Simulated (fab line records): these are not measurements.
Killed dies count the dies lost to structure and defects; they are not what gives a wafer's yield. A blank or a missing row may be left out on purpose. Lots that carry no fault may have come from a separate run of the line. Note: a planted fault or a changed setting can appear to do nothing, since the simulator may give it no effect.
One fault seen from 3 desks | flow n5-finfet | every desk sees just its own numbers, and what lay behind them comes last

== AT THE TOOL OWNER'S DESK: rie-diel-02 ==
The tool's own readings at N5_BEOL_M2_ETCH_74 (etches underlayer in N2/H2, target depth 6.5 nm, time 5.2 s): means of the sampled wafers that have a number, for each lot that ran on this tool. If a lot's mean is further than 4 standard deviations from the usual mean, the lot is out of limits and carries the mark OUT (the distance appears in the brackets).
Columns: A = drypump-motor-current-A at N5_BEOL_M2_ETCH_74, usual 6.0 A; B = etch-rf-on-time-s at N5_BEOL_M2_ETCH_74, usual 5.17 s; C = oes-product-au at N5_BEOL_M2_ETCH_74, usual 0.67 a.u.; D = rf-vpp-V at N5_BEOL_M2_ETCH_74, usual 524.3 V; E = showerhead-plenum-p-Torr at N5_BEOL_M2_ETCH_74, usual 2.56 Torr; F = throttle-valve-pct at N5_BEOL_M2_ETCH_74, usual 17.82 %
lot  | first seen here | A   | B               | C    | D     | E    | F
L614 | day 7 03:53     | 5.9 | 5.13            | 0.69 | 525.5 | 2.56 | 17.73
L615 | day 7 04:20     | 5.9 | 5.12            | 0.70 | 524.8 | 2.62 | 17.77
L625 | day 10 01:33    | 6.0 | 5.66 (+4.1) OUT | 0.60 | 522.7 | 2.49 | 17.82
L626 | day 10 05:26    | 5.7 | 5.46            | 0.61 | 521.9 | 2.48 | 17.82
L627 | day 10 14:23    | 6.5 | 5.49            | 0.65 | 524.8 | 2.60 | 17.75
Finding of this desk: L625 out of limits; the first was L625 at day 10 01:33, on etch-rf-on-time-s at N5_BEOL_M2_ETCH_74. L614, L615, L626, L627: within limits.

== THE DEFECT DESK ==
What the inspections along the route counted, lot by lot: means of the sampled wafers that have a number. If a lot's mean is further than 4 standard deviations from the usual mean, the lot is out of limits and carries the mark OUT (the distance appears in the brackets).
Columns: A = raw-defect-count at N5_BEOL_M2_INSPECT_13, usual 405
lot  | first seen here | A
L613 | day 6 22:50     | 424
L614 | day 7 02:40     | 355
L615 | day 7 03:28     | 331
L617 | day 7 10:44     | 438
L618 | day 8 00:24     | 440
L625 | day 10 01:25    | 424
L626 | day 10 05:17    | 436
L627 | day 10 14:19    | 402
L628 | day 10 21:26    | 384
L632 | day 11 12:00    | 376
This desk's verdict: no lot among the 10 shows anything out of limits.

== METROLOGY DESK ==
What the gauges read, lot by lot, whatever tool the lot ran on: means of the sampled wafers that have a number. If a lot's mean is further than 4 standard deviations from the usual mean, the lot is out of limits and carries the mark OUT (the distance appears in the brackets). Of its 10 readings 7 are shown: those that lie furthest out on some lot.
Columns: A = DIBL_N at N5_BEOL_M4_RC_MEAS_101, usual 35.9 mV/V; B = DIBL_P at N5_BEOL_M4_RC_MEAS_101, usual 35.8 mV/V; C = IOFF_N at N5_BEOL_M4_RC_MEAS_101, usual 0.15 nA/um; D = IOFF_P at N5_BEOL_M4_RC_MEAS_101, usual 0.21 nA/um; E = ION_P at N5_BEOL_M4_RC_MEAS_101, usual 463 uA/um; F = SS_P at N5_BEOL_M4_RC_MEAS_101, usual 73.1 mV/dec; G = VT_P at N5_BEOL_M4_RC_MEAS_101, usual -251 mV
lot  | first seen here | A    | B    | C    | D    | E   | F    | G
L613 | day 8 07:27     | 36.8 | 36.0 | 0.16 | 0.20 | 462 | 73.3 | -251
L614 | day 8 09:34     | 34.2 | 33.5 | 0.13 | 0.20 | 464 | 72.4 | -250
L615 | day 8 16:16     | 38.4 | 36.7 | 0.20 | 0.24 | 464 | 72.8 | -246
L617 | day 8 18:22     | 35.2 | 34.8 | 0.14 | 0.20 | 465 | 72.7 | -249
L618 | day 9 18:02     | 37.6 | 37.2 | 0.18 | 0.23 | 467 | 72.7 | -249
L626 | day 11 15:00    | 34.5 | 34.4 | 0.11 | 0.15 | 453 | 73.0 | -256
L625 | day 11 15:34    | 33.6 | 33.5 | 0.12 | 0.18 | 460 | 72.5 | -253
L627 | day 12 04:47    | 36.2 | 38.9 | 0.18 | 0.23 | 462 | 74.5 | -250
L628 | day 12 10:49    | 37.0 | 37.3 | 0.16 | 0.20 | 458 | 73.6 | -252
L632 | day 13 05:05    | 36.4 | 36.2 | 0.16 | 0.23 | 468 | 73.1 | -247
This desk's verdict: no lot among the 10 shows anything out of limits.

== TAKEN TOGETHER ==
On L625, at day 10 01:33, an alarm was possible from the tool owner's desk.
Nothing the defect desk looked at was out of limits.
From the metrology desk's view, nothing was out of limits.
The defect desk has L625 on record, within its limits.
The metrology desk has L625 on record, within its limits.
On rie-diel-02, each named lot ran N5_BEOL_M2_ETCH_74.

== WHAT WAS PUT IN BY THE SIMULATOR ==
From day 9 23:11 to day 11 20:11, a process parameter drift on rie-diel-02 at N5_BEOL_M2_ETCH_74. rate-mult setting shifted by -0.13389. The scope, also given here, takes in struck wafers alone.
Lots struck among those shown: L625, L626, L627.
Each desk's first reading out of limits, in hours after the fault started: the tool owner's desk, 2.
